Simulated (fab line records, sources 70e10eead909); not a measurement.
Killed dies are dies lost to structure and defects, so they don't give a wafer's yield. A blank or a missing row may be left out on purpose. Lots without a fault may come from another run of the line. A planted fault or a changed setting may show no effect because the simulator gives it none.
Which tool did it? | flow nand_harc | 24 lots, 72 wafers sampled, at 1 step of a route of 1302

WHAT THE GAUGES READ, wafer by wafer
NHARC_P_M2_OVL_MEAS_10: pitch 340 nm. Usual: overlay_x_nm -0.1 nm, standard deviation 0.81; overlay_y_nm -0.1 nm, standard deviation 1.1.
lot  | measured     | on         | overlay_x_nm (nm) | overlay_y_nm (nm) | flag
L074 | day 6 19:04  | overlay-02 | -0.4 -0.7 -0.5    | 1.2 0.8 0.9       |
L075 | day 6 20:37  | overlay-02 | 0.3 0.7 1.2       | 0.4 0.3 0.3       |
L076 | day 7 10:27  | overlay-01 | -0.5 0.1 -0.2     | 0.6 0.7 1.2       |
L077 | day 7 15:53  | overlay-01 | 0.5 0.3 0.0       | -0.6 -1.1 -0.6    |
L078 | day 8 02:45  | overlay-01 | 0.8 0.0 0.5       | 0.8 0.7 1.0       |
L079 | day 8 16:04  | overlay-01 | -1.7 -1.3 -0.9    | -0.1 -0.5 0.3     |
L080 | day 8 16:58  | overlay-02 | -0.4 -0.6 -0.6    | -0.3 -0.1 0.0     |
L081 | day 9 05:18  | overlay-02 | -0.8 -0.3 -0.4    | 0.8 1.0 1.0       |
L082 | day 9 18:30  | overlay-02 | -0.1 -0.3 -0.1    | -0.8 -1.4 -0.9    |
L083 | day 10 06:37 | overlay-01 | 0.5 -0.2 -0.1     | -2.8 -3.1 -2.8    |
L084 | day 10 13:17 | overlay-01 | -1.7 -1.1 -0.7    | 0.7 1.0 0.7       |
L085 | day 10 23:24 | overlay-02 | 1.1 1.2 0.6       | 0.8 1.0 0.8       |
L086 | day 11 07:38 | overlay-02 | -1.9 -1.7 -1.4    | -0.7 -1.0 -0.6    |
L087 | day 11 17:49 | overlay-02 | 0.8 0.7 0.5       | -1.6 -0.9 -1.2    |
L088 | day 12 10:03 | overlay-01 | 0.5 0.7 1.1       | 1.1 0.7 0.6       |
L089 | day 12 14:02 | overlay-02 | 1.5 1.2 1.3       | 0.0 0.3 -0.3      |
L090 | day 13 02:19 | overlay-02 | -1.2 -1.3 -0.8    | 0.9 0.7 1.1       |
L091 | day 13 12:19 | overlay-01 | 0.0 0.2 -0.5      | -0.5 -0.6 -0.8    |
L092 | day 13 23:36 | overlay-02 | -1.3 -0.9 -0.6    | -2.3 -1.5 -1.8    |
L093 | day 14 03:50 | overlay-02 | 0.7 1.4 1.6       | -0.1 -0.4 -0.6    |
L094 | day 14 22:26 | overlay-02 | 0.5 0.5 0.6       | -0.9 -1.1 -1.0    |
L095 | day 14 23:31 | overlay-01 | -0.5 -0.3 -0.1    | -1.2 -0.4 -0.7    |
L096 | day 15 20:00 | overlay-02 | -0.1 -0.4 -0.6    | -0.5 -0.8 -0.3    |
L097 | day 16 03:46 | overlay-01 | -0.5 -0.1 -0.8    | 0.5 0.6 1.0       |

WHICH TOOL RAN EACH LOT (tool, then ch and the chambers of the sampled wafers, then the start)
The record holds no process step before these readings.

WHAT THE TOOLS THEMSELVES READ (means of the sampled wafers that have a number; where no wafer has one, the mark that the record gives instead)
The record holds no such reading with a usual standard deviation.

THE ANSWER, worked out from the rows above alone
Rule: a lot is off if the mean of its wafers that have a number lies more than 3 standard deviations from the usual mean. A lot without any number at a reading at which 4 lots or more have one is off too. The other lots that the step has rows for count as sound. The gauges are gone through in route order, then the tools' own readings, and for those a lot's mean is taken as printed above. The first step at which some lot is off is used, and at that step the reading that is off furthest; a lot without a number counts as furthest.
No lot is off at any reading shown: from this, nothing can be told.

WHAT THE SIMULATOR HAD PUT IN
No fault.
